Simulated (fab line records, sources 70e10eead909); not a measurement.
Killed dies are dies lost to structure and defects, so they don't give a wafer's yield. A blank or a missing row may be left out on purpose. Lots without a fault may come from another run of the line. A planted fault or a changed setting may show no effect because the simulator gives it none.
Which tool did it? | flow nand_harc | 14 lots, 42 wafers sampled, at 4 steps of a route of 1302

WHAT THE GAUGES READ, wafer by wafer
The record holds no reading of a measuring or inspecting step that can be judged against a usual standard deviation.

WHICH TOOL RAN EACH LOT (tool, then ch and the chambers of the sampled wafers, then the start)
lot  | NHARC_A_WL_FILL_ALD_00           | NHARC_A_WL_FILL_CVD_03        | NHARC_A_WL_FILL_ETCHBACK_17       | NHARC_A_WL_FILL_ALD_19
L749 | ald_hk-03 ch 0,1,2, day 20 16:10 | cvd_w-02 ch 1, day 20 17:05   | rie_metal-01 ch 0,1, day 21 03:56 | ald_metal-01 ch 1,2,3, day 21 09:38
L752 | ald_hk-03 ch 0,1,2, day 21 02:49 | cvd_w-02 ch 0,1, day 21 03:38 | rie_metal-03 ch 1, day 21 16:30   | ald_metal-01 ch 2,3, day 21 22:19
L751 | ald_hk-02 ch 1,2,3, day 21 13:44 | cvd_w-02 ch 0,1, day 21 14:53 | rie_metal-02 ch 0,1, day 22 04:16 | ald_metal-01 ch 0,2,3, day 22 09:44
L753 | ald_hk-03 ch 0,2,3, day 22 18:59 | cvd_w-02 ch 0,1, day 22 19:56 | rie_metal-02 ch 0,1, day 23 10:13 | ald_metal-03 ch 2,3, day 23 14:32
L756 | ald_hk-02 ch 0,1, day 22 21:02   | cvd_w-01 ch 0,1, day 22 22:04 | rie_metal-01 ch 0,1, day 23 09:02 | ald_metal-01 ch 0,1,3, day 23 14:31
L755 | ald_hk-01 ch 0,2,3, day 22 21:08 | cvd_w-02 ch 0,1, day 22 22:08 | rie_metal-01 ch 0,1, day 23 11:40 | ald_metal-01 ch 0,1,3, day 23 17:09
L757 | ald_hk-03 ch 1,2,3, day 24 01:33 | cvd_w-02 ch 0,1, day 24 02:26 | rie_metal-01 ch 0,1, day 24 13:23 | ald_metal-01 ch 0,1,2, day 24 18:53
L760 | ald_hk-01 ch 0,1, day 24 11:56   | cvd_w-02 ch 0, day 24 12:49   | rie_metal-03 ch 1, day 24 23:22   | ald_metal-02 ch 0,1,2, day 25 04:49
L761 | ald_hk-02 ch 1,2,3, day 25 20:44 | cvd_w-02 ch 0,1, day 25 21:40 | rie_metal-02 ch 0,1, day 26 09:44 | ald_metal-01 ch 0,1,3, day 26 15:14
L763 | ald_hk-02 ch 1,2, day 26 11:10   | cvd_w-01 ch 0,1, day 26 12:10 | rie_metal-03 ch 0,1, day 27 00:11 | ald_metal-02 ch 1,2,3, day 27 05:44
L766 | ald_hk-01 ch 0,2,3, day 27 15:53 | cvd_w-01 ch 0,1, day 27 16:48 | rie_metal-03 ch 0,1, day 28 03:19 | ald_metal-02 ch 1,2,3, day 28 08:49
L768 | ald_hk-03 ch 0,1,2, day 28 04:58 | cvd_w-02 ch 1, day 28 05:58   | rie_metal-03 ch 0,1, day 28 16:54 | ald_metal-03 ch 0,2, day 28 22:23
L771 | ald_hk-03 ch 0,1,2, day 29 20:25 | cvd_w-01 ch 0,1, day 29 21:17 | rie_metal-01 ch 0,1, day 30 07:46 | ald_metal-02 ch 1,3, day 30 13:17
L772 | ald_hk-01 ch 1,2,3, day 30 08:22 | cvd_w-01 ch 0,1, day 30 09:14 | rie_metal-02 ch 0,1, day 31 00:46 | ald_metal-01 ch 2,3, day 31 06:18
- NHARC_A_WL_FILL_ALD_00: deposits Al2O3, target thk 3 nm, pulse time 3 s, ald cycles 30.
- NHARC_A_WL_FILL_CVD_03: deposits W, target thk 40 nm, time 279 s.
- NHARC_A_WL_FILL_ETCHBACK_17: etches the open film in Cl2/BCl3, target depth 4 nm, time 26.7 s.
- NHARC_A_WL_FILL_ALD_19: deposits TiN, target thk 2 nm, pulse time 3 s, ald cycles 100.

WHAT THE TOOLS THEMSELVES READ (means of the sampled wafers that have a number; where no wafer has one, the mark that the record gives instead)
NHARC_A_WL_FILL_ALD_00.
lot  | tool      | heater_power_w (W) | precursor_pulse_height_rel
L749 | ald_hk-03 | 426                | 1.010
L752 | ald_hk-03 | 430                | 1.001
L751 | ald_hk-02 | 499                | 0.986
L753 | ald_hk-03 | 464                | 0.988
L756 | ald_hk-02 | 499                | 1.006
L755 | ald_hk-01 | 437                | 0.994
L757 | ald_hk-03 | 453                | 1.002
L760 | ald_hk-01 | 477                | 1.005
L761 | ald_hk-02 | 488                | 1.015
L763 | ald_hk-02 | 474                | 1.002
L766 | ald_hk-01 | 439                | 1.009
L768 | ald_hk-03 | 415                | 0.991
L771 | ald_hk-03 | 424                | 0.993
L772 | ald_hk-01 | 431                | 1.005

NHARC_A_WL_FILL_CVD_03.
lot  | tool     | chamber_pressure_Torr (Torr) | heater_power_w (W) | mfc_ar_sccm (sccm) | throttle_valve_pct (%)
L749 | cvd_w-02 | 39.92                        | 541                | 1560               | 7.8
L752 | cvd_w-02 | 40.04                        | 534                | 1563               | 7.9
L751 | cvd_w-02 | 39.98                        | 546                | 1563               | 8.1
L753 | cvd_w-02 | 39.90                        | 534                | 1561               | 8.1
L756 | cvd_w-01 | 40.03                        | 519                | 1563               | 7.8
L755 | cvd_w-02 | 40.04                        | 540                | 1562               | 8.4
L757 | cvd_w-02 | 39.93                        | 538                | 1558               | 8.2
L760 | cvd_w-02 | 39.97                        | 531                | 1560               | 8.6
L761 | cvd_w-02 | 40.04                        | 541                | 1562               | 8.4
L763 | cvd_w-01 | 40.08                        | 515                | 1556               | 7.8
L766 | cvd_w-01 | 39.97                        | 507                | 1565               | 7.8
L768 | cvd_w-02 | 39.82                        | 552                | 1553               | 7.8
L771 | cvd_w-01 | 40.03                        | 518                | 1563               | 7.7
L772 | cvd_w-01 | 40.11                        | 519                | 1558               | 7.9

NHARC_A_WL_FILL_ETCHBACK_17.
lot  | tool         | drypump_motor_current_A (A) | oes_product_au (a.u.) | run_length_s (s)
L749 | rie_metal-01 | 5.86                        | 1.001                 | 48.2
L752 | rie_metal-03 | 5.91                        | 0.996                 | 48.5
L751 | rie_metal-02 | 5.41                        | 1.002                 | 48.1
L753 | rie_metal-02 | 5.41                        | 1.002                 | 48.1
L756 | rie_metal-01 | 5.86                        | 0.996                 | 48.0
L755 | rie_metal-01 | 5.77                        | 0.994                 | 48.1
L757 | rie_metal-01 | 5.87                        | 0.997                 | 48.2
L760 | rie_metal-03 | 5.91                        | 0.998                 | 48.4
L761 | rie_metal-02 | 5.42                        | 1.008                 | 48.1
L763 | rie_metal-03 | 5.77                        | 1.002                 | 48.3
L766 | rie_metal-03 | 5.63                        | 1.009                 | 43.5
L768 | rie_metal-03 | 5.62                        | 1.002                 | 39.0
L771 | rie_metal-01 | 5.76                        | 1.005                 | 48.0
L772 | rie_metal-02 | 5.40                        | 1.012                 | 48.1

NHARC_A_WL_FILL_ALD_19.
lot  | tool         | heater_power_w (W) | precursor_pulse_height_rel
L749 | ald_metal-01 | 1035               | 0.990
L752 | ald_metal-01 | 1059               | 0.994
L751 | ald_metal-01 | 1055               | 1.000
L753 | ald_metal-03 | 1204               | 0.995
L756 | ald_metal-01 | 993                | 0.991
L755 | ald_metal-01 | 994                | 0.994
L757 | ald_metal-01 | 979                | 0.985
L760 | ald_metal-02 | 1060               | 1.000
L761 | ald_metal-01 | 1004               | 0.994
L763 | ald_metal-02 | 1048               | 0.997
L766 | ald_metal-02 | 1042               | 1.017
L768 | ald_metal-03 | 1017               | 0.990
L771 | ald_metal-02 | 1098               | 0.996
L772 | ald_metal-01 | 1100               | 1.001

THE ANSWER, worked out from the rows above alone
Rule: what is usual is taken from the lots themselves. Put in order of their means at a reading, lots are off if they are a third of the lots or fewer, leave a main group of 4 or more, and stand apart from it by a gap of 3 or more times the standard deviation of the main group's means; of several such gaps the widest counts. A main group whose means are all the same, to the digits that the tables above print for the reading, isn't used. A lot without any number at a reading at which 4 lots or more have one is off too. The other lots that the step has rows for count as sound. The gauges are gone through in route order, then the tools' own readings, and for those a lot's mean is taken as printed above. The first step at which some lot is off is used, and at that step the reading that is off furthest; a lot without a number counts as furthest.
Off: L766, L768, at NHARC_A_WL_FILL_ETCHBACK_17 (run_length_s). The main group: mean 48.2 s, standard deviation 0.15.
A tool fits if, at that step or a process step before it, it ran every lot that is off, and no sound lot after the first of them. One fits: rie_metal-03 at NHARC_A_WL_FILL_ETCHBACK_17. Its last sound lot is L763 (day 27 00:11), its first lot that is off L766 (day 28 03:19): a fault that began between those two fits.
The tool's own readings at NHARC_A_WL_FILL_ETCHBACK_17 bear it out: on the lots that are off they differ by more than 5 times the standard deviation of the sound lots' means. run_length_s reads 41.2 s there against 48.2 s on the sound lots.

WHAT THE SIMULATOR HAD PUT IN
Process parameter drift: rie_metal-03, from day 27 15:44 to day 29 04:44, at NHARC_A_WL_FILL_ETCHBACK_17. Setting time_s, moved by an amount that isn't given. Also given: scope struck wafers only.
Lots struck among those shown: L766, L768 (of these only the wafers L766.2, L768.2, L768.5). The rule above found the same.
